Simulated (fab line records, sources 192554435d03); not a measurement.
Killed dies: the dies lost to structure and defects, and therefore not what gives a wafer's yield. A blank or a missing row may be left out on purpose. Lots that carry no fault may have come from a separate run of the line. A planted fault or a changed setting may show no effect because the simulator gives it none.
Which tool did it? / flow n5 finfet / Sampling: 7 lots, 19 wafers, 2 of 1938 route steps

== WHAT THE GAUGES READ, wafer by wafer ==
N5_BEOL_M13_OCD_MEAS_35.
lot=L530; measured=day 11 02:20; on=ocd-02; trench depth nm (nm)=426 425 422
lot=L533; measured=day 11 19:46; on=ocd-02; trench depth nm (nm)=406 410 412
lot=L537; measured=day 12 17:41; on=ocd-02; trench depth nm (nm)=477 425
lot=L538; measured=day 12 23:33; on=ocd-02; trench depth nm (nm)=423 473
lot=L542; measured=day 14 02:55; on=ocd-02; trench depth nm (nm)=419 417 419
lot=L541; measured=day 14 03:35; on=ocd-02; trench depth nm (nm)=413 419 410
lot=L550; measured=day 15 18:25; on=ocd-02; trench depth nm (nm)=424 416 417

== WHAT TOOL EACH LOT RAN ON (gives the tool, then ch and the chambers of the sampled wafers, and finally the start) ==
lot=L530; N5_BEOL_M13_TRENCH_ETCH_34=rie diel-01 ch 0,1, day 11 02:10
lot=L533; N5_BEOL_M13_TRENCH_ETCH_34=rie diel-01 ch 1,2,3, day 11 19:36
lot=L537; N5_BEOL_M13_TRENCH_ETCH_34=rie diel-01 ch 0,1, day 12 17:30
lot=L538; N5_BEOL_M13_TRENCH_ETCH_34=rie diel-01 ch 0,1, day 12 23:23
lot=L542; N5_BEOL_M13_TRENCH_ETCH_34=rie diel-02 ch 2,3, day 14 02:45
lot=L541; N5_BEOL_M13_TRENCH_ETCH_34=rie diel-06 ch 1,2,3, day 14 03:25
lot=L550; N5_BEOL_M13_TRENCH_ETCH_34=rie diel-02 ch 1,2,3, day 15 18:19
- N5_BEOL_M13_TRENCH_ETCH_34: etches SiOC in C4F8/O2/Ar, target depth 413.47 nm, time 162.6 s.

== THE ANSWER, worked out from the rows above alone ==
Rule: the lots themselves supply what counts as usual. Put in order of their means at a reading, lots are off if they are a third of the lots or fewer, leave a main group of 4 or more, and stand apart from it by a gap of 3 or more times the standard deviation of the main group's means; of several such gaps the widest counts. If all means in a main group match to the digits the tables above print for the reading, that group is not used. A lot without any number at a reading at which 4 lots or more have one is off too. All remaining lots with rows at the step are treated as sound.
Off at N5_BEOL_M13_OCD_MEAS_35 (trench depth nm): L537, L538. Mean 417 nm and standard deviation 5 in the main group.
A tool fits if, at a process step before that reading, it ran every lot that is off, and no sound lot after the first of them. Gauges at N5_BEOL_M13_OCD_MEAS_35: tried the same way as those tools. One fits: N5_BEOL_M13_TRENCH_ETCH_34 on rie diel-01. Its last sound lot is L533 (day 11 19:36), its first lot that is off L537 (day 12 17:30): a fault that began between those two fits.

== WHAT THE SIMULATOR PUT IN ==
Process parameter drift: rie diel-01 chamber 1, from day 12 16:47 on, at N5_BEOL_M13_TRENCH_ETCH_34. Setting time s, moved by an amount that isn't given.
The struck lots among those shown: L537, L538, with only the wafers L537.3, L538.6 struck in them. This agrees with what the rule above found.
